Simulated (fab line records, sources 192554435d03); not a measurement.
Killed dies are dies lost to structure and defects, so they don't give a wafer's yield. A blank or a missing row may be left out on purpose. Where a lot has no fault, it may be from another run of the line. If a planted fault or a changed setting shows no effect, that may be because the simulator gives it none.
Struck lot and sound lot, side by side :: flow n5 finfet :: 38 steps out of a route of 1938
Sound: these wafers, L805.2, L805.3, L805.6. Struck: wafers L807.4, L807.6. (L807.1 of the same lot was not struck and is left out.) The cause comes at the end.
At each step with rows: each side's tool, then ch and its chambers, then its first start. Under that, the readings that differ: sound wafers :: struck wafers :: difference of the means :: sigmas: that difference in standard deviations of wafers without a fault.
alike: readings whose means differ by less than 2 such deviations, and words and numbers that are the same on both sides. not compared: withheld readings, readings that some wafer has no value for, bounds like >300 that may hide the same value, and numbers for which the record gives no deviation and whose values overlap.
The two part at a step that has a row with sigmas, a row that says differs or no value, or rows on one side only. Numbers that have no deviation but don't overlap get no sigmas and don't part them. A reading that every wafer of one side lacks parts them only if that side has two wafers or more.

first, 11 steps without rows for these wafers: N5_BEOL_M3_DEGAS_44 (time 60 s); N5_BEOL_M3_PRE_CLEAN_45 (time 30 s); N5_BEOL_M3_ALD_84 (deposits TaN, pulse time 2 s, purge time 3 s, co reactant purge time 2 s); N5_BEOL_M3_SURFACE_TREAT_85; N5_BEOL_M3_CVD_47 (deposits Co from CCTBA/H2, target thk 3 nm, time 223.8 s); N5_BEOL_M3_SPUTTER_48 (material Cu, target thk 4.5 nm, time 8.29 s); N5_BEOL_M3_ANNEAL_49 (time 240 s); N5_BEOL_M3_SPUTTER_79 (material Cu, target thk 4.5 nm, time 8.29 s); N5_BEOL_M3_ANNEAL_80 (time 240 s); N5_BEOL_M3_SPUTTER_81 (material Cu, target thk 4.5 nm, time 8.29 s); N5_BEOL_M3_ANNEAL_82 (time 240 s).
N5_BEOL_M3_SPUTTER_86: material Cu, target thk 4.5 nm, time 8.29 s.
  sound: pvd sputter-03 at day 11 10:24; struck: pvd sputter-03 at day 11 22:14
  alike: chuck sensor temp C, susceptor temp C, throttle valve pct
then, 25 steps without rows for these wafers: N5_BEOL_M3_ANNEAL_87 (time 240 s); N5_BEOL_M3_SPUTTER_88 (material Cu, target thk 4.5 nm, time 8.29 s); N5_BEOL_M3_ANNEAL_89 (time 240 s); N5_BEOL_M3_SPUTTER_90 (material Cu, target thk 4.5 nm, time 8.29 s); N5_BEOL_M3_ANNEAL_91 (time 240 s); N5_BEOL_M3_SPUTTER_92 (material Cu, target thk 4.5 nm, time 8.29 s); N5_BEOL_M3_ANNEAL_93 (time 240 s); N5_BEOL_M3_SPUTTER_94 (material Cu, target thk 4.5 nm, time 8.29 s); N5_BEOL_M3_ANNEAL_95 (time 240 s); N5_BEOL_M3_SPUTTER_96 (material Cu, target thk 4.5 nm, time 8.29 s); N5_BEOL_M3_ECD_50 (material Cu, target thk 300 nm); N5_BEOL_M3_ANNEAL_51 (time 90 s); N5_BEOL_M3_CMP_52 (polishes, stops on SiOC, t overpolish 6.8 s, target thk 40 nm); N5_BEOL_M3_PRE_CLEAN_60 (time 15 s); N5_BEOL_M3_CO_CAP_55 (material Co, precursor CCTBA/H2, target thk 2 nm, time 102.1 s); N5_BEOL_M3_PRE_CLEAN_56 (time 15 s); N5_BEOL_M3_DEP_57 (deposits SiCN from 3MS/NH3, target thk 8 nm, time 14 s); N5_BEOL_M4_ILD_DEP_00 (deposits SiOC from DEMS/O2, target thk 79 nm, time 15.3 s); N5_BEOL_M4_PECVD_72 (deposits SiO2 from TEOS/O2, target thk 16 nm, time 18 s); N5_BEOL_M4_HM_DEP_02 (deposits TiN, target thk 20 nm); N5_BEOL_M4_COAT_61 (time 60 s, resist thk 60 nm); N5_BEOL_M4_COAT_62 (time 60 s, resist thk 12 nm); N5_BEOL_M4_COAT_73 (time 60 s, resist thk 5 nm); N5_BEOL_M4_COAT_05 (resist thk 30 nm); N5_BEOL_M4_EBR_07.
-- record jumps: 6 days separate the struck wafers' starts on either side; left off in module BEOL_M4, taken up again in module PASSIVATION, whose first shown step is the route's number 1936 --
N5_PASSIVATION_PROBE_49:
  sound: prober-02 at day 16 23:00; struck: prober-01 at day 18 02:01
reading: defect limited yield (%)
sound: 90.8 90.4 91.1
struck: 83.6 85.3
difference: -6.3
sigmas: -5

reading: killed_at_M0_to_M3
sound: 34 34 37
struck: 121 130
difference: +90
sigmas: +10

reading: killed dies
sound: 109 113 105
struck: 194 174
difference: +75
sigmas: +4

reading: killed on rim
sound: 22 16 14
struck: 35 22
difference: +11
sigmas: +3

reading: sort_bin_5_function (%)
sound: 5.2 5.9 5.2
struck: 10.2 7.7
difference: +3.5
sigmas: +4

reading: sort n pass
sound: 1071 1067 1075
struck: 986 1006
difference: -75
sigmas: -4

reading: sort yield pct (%)
sound: 90.8 90.4 91.1
struck: 83.6 85.3
difference: -6.3
sigmas: -5
  alike: killed_at_M4_up, killed at contacts, killed at front end, killed at other, killed open, killed short, sort_bin_6_memory

WHERE THEY PART
Within this record, at N5_PASSIVATION_PROBE_49 only.

WHY: what had been put in by the simulator
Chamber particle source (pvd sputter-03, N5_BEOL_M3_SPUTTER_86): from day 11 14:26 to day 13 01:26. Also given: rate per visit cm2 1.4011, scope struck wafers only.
